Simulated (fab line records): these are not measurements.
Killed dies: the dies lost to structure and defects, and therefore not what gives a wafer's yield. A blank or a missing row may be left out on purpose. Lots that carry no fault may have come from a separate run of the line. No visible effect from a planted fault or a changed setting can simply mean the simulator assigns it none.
Matching of chambers + flow nand_harc + 3 sister chambers for NHARC_THIN_TSV_DEP_47 on pecvd-04
The step deposits SiO2, target thk 200 nm. 3 wafers are shown with their chamber, then 9 later ones without.

== WAFERS, EACH WITH ITS CHAMBER ==
| wafer  | chamber | throttle_valve_pct (%) |
|--------|---------|------------------------|
| L743.2 | 2       | 16.4                   |
| L752.3 | 1       | 15.6                   |
| L752.6 | 0       | 16.2                   |

== WAFERS MISSING THEIR CHAMBER ==
| wafer  | throttle_valve_pct (%) |
|--------|------------------------|
| L753.1 | 16.6                   |
| L753.2 | 15.6                   |
| L753.3 | 16.1                   |
| L755.1 | 16.3                   |
| L755.2 | 16.1                   |
| L755.3 | 15.8                   |
| L754.1 | 16.0                   |
| L754.2 | 15.4                   |
| L754.6 | 15.4                   |

== EACH ONE'S CHAMBER ==
| wafer  | from the rows above          | in truth |
|--------|------------------------------|----------|
| L753.1 | can't be placed: 2 or 0      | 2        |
| L753.2 | 1                            | 1        |
| L753.3 | can't be placed: 0 or 2      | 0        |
| L755.1 | can't be placed: 2 or 0      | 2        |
| L755.2 | can't be placed: 0 or 2      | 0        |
| L755.3 | can't be placed: 1 or 0      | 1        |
| L754.1 | can't be placed: 0 or 2 or 1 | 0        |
| L754.2 | 1                            | 1        |
| L754.6 | 1                            | 1        |
Placed correctly: 3 of 9. From these rows, 6 cannot be placed; in 6 the true chamber is one of the candidates. 0 placed wrongly.
How it was worked out, from the rows above alone: a wafer's distance from a chamber is the root of the sum, over the readings, of the square of ((its reading less the chamber's mean) divided by the reading's scatter). If the next closest chamber is less than 2 further off than the closest, the wafer can't be placed; otherwise it belongs to the closest. The mean given for a chamber averages the wafers shown for that chamber. The scatter: root of mean squared gap, hidden wafer to nearest shown wafer, with one shown wafer a chamber.
